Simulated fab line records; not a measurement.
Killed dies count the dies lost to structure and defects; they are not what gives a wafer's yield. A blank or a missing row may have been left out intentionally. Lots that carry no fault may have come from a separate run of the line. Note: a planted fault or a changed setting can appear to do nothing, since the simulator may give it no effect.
Chamber matching    flow n5_finfet    N5_SPACER0_ALD_00 on ald_sin-02: 4 sister chambers
The step deposits SiOCN, target thk 3.5 nm, pulse time 3 s, purge time 2 s. 14 wafers are shown with their chamber, then 7 later ones without.

WAFERS PAIRED WITH THEIR CHAMBERS
wafer   chamber  heater_power_w (W)  precursor_pulse_height_rel
L343.2  1        889                 0.956
L343.5  3        761                 0.995
L343.6  0        845                 1.021
L349.2  1        884                 1.007
L349.4  3        747                 0.998
L349.6  1        868                 0.979
L350.2  2        781                 1.012
L350.3  1        886                 1.044
L350.6  1        908                 1.000
L351.1  2        777                 0.993
L351.3  1        869                 0.964
L351.6  1        871                 0.973
L354.2  1        878                 0.971
L354.4  2        775                 0.986

SIGNATURES (averages over the wafers above)
reading                     chamber 0  chamber 1  chamber 2  chamber 3  scatter within a chamber
heater_power_w              845.00     881.62     777.67     754.00     11.7
precursor_pulse_height_rel  1.02100    0.98675    0.99700    0.99650    0.0249
Rule: for each reading, subtract the chamber's mean from the wafer's reading, divide by that reading's scatter and square the result; add these up over the readings and take the root, which gives the wafer's distance from the chamber. The wafer belongs to the nearest chamber; if the next one is less than 2 further off, it can't be placed. The scatter: the root of (the sum of the squares of (reading less its chamber's mean) over the shown wafers, divided by (wafers less chambers)).

WAFERS MISSING THEIR CHAMBER
wafer   heater_power_w (W)  precursor_pulse_height_rel
L354.6  759                 1.004
L364.2  884                 1.024
L364.3  777                 0.999
L364.5  777                 1.002
L365.2  854                 0.998
L365.4  912                 1.008
L365.5  749                 1.003

CHAMBER TAKEN BY EACH
wafer   from the rows above      in truth
L354.6  can't be placed: 3 or 2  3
L364.2  can't be placed: 1 or 0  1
L364.3  can't be placed: 2 or 3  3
L364.5  can't be placed: 2 or 3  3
L365.2  can't be placed: 0 or 1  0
L365.4  1                        1
L365.5  can't be placed: 3 or 2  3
Correct placement for 1 of the 7. Can't be placed from these rows: 6 (the true chamber is among the candidates in 6). Wrongly placed: 0.
